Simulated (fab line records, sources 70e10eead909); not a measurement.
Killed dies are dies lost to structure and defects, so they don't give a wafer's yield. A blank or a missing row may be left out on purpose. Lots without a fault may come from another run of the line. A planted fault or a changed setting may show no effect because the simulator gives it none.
Which tool did it? | flow nand_harc | 14 lots, 42 wafers sampled, at 4 steps of a route of 1302

WHAT THE GAUGES READ, wafer by wafer
NHARC_A_BONDPAD_OVL_MEAS_35. Usual: overlay_x_nm 1 nm, standard deviation 5.3; overlay_y_nm 0 nm, standard deviation 6.1.
lot  | measured     | on         | overlay_x_nm (nm) | overlay_y_nm (nm) | flag
L454 | day 23 20:36 | overlay-02 | 0 1 1             | 0 0 0             |
L456 | day 23 23:27 | overlay-01 | -2 -2 -2          | 0 -1 -1           |
L461 | day 27 00:23 | overlay-01 | -6 -7 -6          | 2 2 2             |
L462 | day 27 02:39 | overlay-01 | 0 1 0             | 1 2 1             |
L464 | day 27 05:37 | overlay-01 | 1 1 1             | -1 -1 -1          |
L465 | day 27 19:17 | overlay-02 | -5 -5 -5          | 1 1 1             |
L467 | day 29 02:21 | overlay-01 | -10 -10 -10       | 6 6 6             |
L469 | day 29 14:54 | overlay-02 | 6 7 7             | 3 3 3             |
L470 | day 30 05:55 | overlay-02 | 6 6 6             | -3 -2 -2          |
L473 | day 30 21:53 | overlay-02 | 9 8 9             | -1 -1 -2          |
L471 | day 31 00:30 | overlay-02 | 0 1 1             | -1 -1 -1          |
L475 | day 32 10:50 | overlay-02 | 3 2 2             | 7 7 7             |
L474 | day 32 21:19 | overlay-01 | 4 4 3             | 0 1 0             |
L476 | day 33 00:55 | overlay-02 | 2 2 3             | -3 -3 -3          |

NHARC_END_SORT_01. Usual: killed_at_array 62, standard deviation 22; killed_at_other 1.0, standard deviation 1.4; killed_at_periphery 4.2, standard deviation 2.8; killed_dies 67, standard deviation 23; killed_open 3.1, standard deviation 1.7; killed_short 2.1, standard deviation 1.5.
lot  | measured     | on        | killed_at_array | killed_at_other | killed_at_periphery | killed_dies | killed_open | killed_short | flag
L461 | day 28 05:53 | prober-02 | 132 159 130     | 0 0 3           | 4 2 2               | 136 161 135 | 6 0 3       | 4 3 1        | OFF
L464 | day 28 15:21 | prober-01 | 140 138 113     | 0 0 2           | 0 0 0               | 140 138 115 | 1 2 2       | 4 4 2        | OFF

WHICH TOOL RAN EACH LOT (tool, then ch and the chambers of the sampled wafers, then the start)
lot  | NHARC_A_CONTACT_ETCH_116             | NHARC_A_BONDPAD_CMP_19
L454 | har_cap_etch-02 ch 0,1, day 21 23:37 | cmp-02 ch 0,1,3, day 23 22:51
L456 | har_cap_etch-02 ch 0,1, day 22 09:22 | cmp-04 ch 0,1,3, day 24 01:39
L461 | har_cap_etch-03 ch 0,1, day 25 07:55 | cmp-03 ch 0,1, day 27 02:31
L462 | har_cap_etch-01 ch 0,1, day 25 08:05 | cmp-02 ch 0,1, day 27 04:55
L464 | har_cap_etch-03 ch 0,1, day 25 17:46 | cmp-02 ch 0,2,3, day 27 07:54
L465 | har_cap_etch-02 ch 0,1, day 26 06:50 | cmp-04 ch 1,2, day 27 21:32
L467 | har_cap_etch-02 ch 0,1, day 27 11:44 | cmp-04 ch 1,2,3, day 29 04:30
L469 | har_cap_etch-03 ch 1, day 28 04:04   | cmp-03 ch 0,1, day 29 17:04
L470 | har_cap_etch-01 ch 0,1, day 28 16:29 | cmp-03 ch 0,2,3, day 30 08:10
L473 | har_cap_etch-01 ch 1, day 29 10:42   | cmp-03 ch 0,3, day 31 00:08
L471 | har_cap_etch-02 ch 0, day 29 12:17   | cmp-04 ch 0,1, day 31 02:46
L475 | har_cap_etch-03 ch 0,1, day 30 17:14 | cmp-04 ch 2,3, day 32 13:02
L474 | har_cap_etch-02 ch 0,1, day 30 23:30 | cmp-04 ch 0,3, day 32 23:29
L476 | har_cap_etch-02 ch 0,1, day 31 07:13 | cmp-04 ch 0,1,2, day 33 03:07
- NHARC_A_CONTACT_ETCH_116: etches the open film in C4F8/O2/Ar, time 190 s, target depth 1850 nm.
- NHARC_A_BONDPAD_CMP_19: polishes, t overpolish 30 s, cu recess touch 16 s, target thk 169.82 nm.

WHAT THE TOOLS THEMSELVES READ (means of the sampled wafers that have a number; where no wafer has one, the mark that the record gives instead)
NHARC_A_BONDPAD_CMP_19. Usual: motor_current_A 12.3 A, standard deviation 1.2; overpolish_run_s 30.001 s, standard deviation 0.0085.
lot  | tool   | motor_current_A (A) | overpolish_run_s (s) | flag
L454 | cmp-02 | 12.7                | 29.996               |
L456 | cmp-04 | 13.0                | 30.003               |
L461 | cmp-03 | 11.0                | 30.006               |
L462 | cmp-02 | 11.7                | 29.999               |
L464 | cmp-02 | 12.4                | 30.002               |
L465 | cmp-04 | 13.6                | 30.002               |
L467 | cmp-04 | 12.8                | 29.999               |
L469 | cmp-03 | 11.1                | 29.999               |
L470 | cmp-03 | 11.1                | 30.004               |
L473 | cmp-03 | 11.2                | 30.005               |
L471 | cmp-04 | 13.3                | 30.014               |
L475 | cmp-04 | 12.5                | 30.001               |
L474 | cmp-04 | 12.6                | 30.002               |
L476 | cmp-04 | 13.5                | 29.995               |

THE ANSWER, worked out from the rows above alone
Rule: a lot is off if the mean of its wafers that have a number lies more than 3 standard deviations from the usual mean. A lot without any number at a reading at which 4 lots or more have one is off too. The other lots that the step has rows for count as sound. The gauges are gone through in route order, then the tools' own readings, and for those a lot's mean is taken as printed above. The first step at which some lot is off is used, and at that step the reading that is off furthest; a lot without a number counts as furthest.
Off: L461, L464, at NHARC_END_SORT_01 (killed_at_array). Neither off nor sound, because the step has no rows for them: L454, L456, L462, L465, L467, L469, L470, L473, L471, L475, L474, L476.
A tool fits if, at a process step before that reading, it ran every lot that is off, and no sound lot after the first of them. The gauges at NHARC_END_SORT_01 are tried like those tools. One fits: har_cap_etch-03 at NHARC_A_CONTACT_ETCH_116. It ran no sound lot before its first lot that is off in this sample, so the start can't be narrowed down.

WHAT THE SIMULATOR HAD PUT IN
Chamber particle source: har_cap_etch-03, from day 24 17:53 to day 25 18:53, at NHARC_A_CONTACT_ETCH_116. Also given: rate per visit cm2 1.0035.
Lots struck among those shown: L461, L464. The rule above found the same.
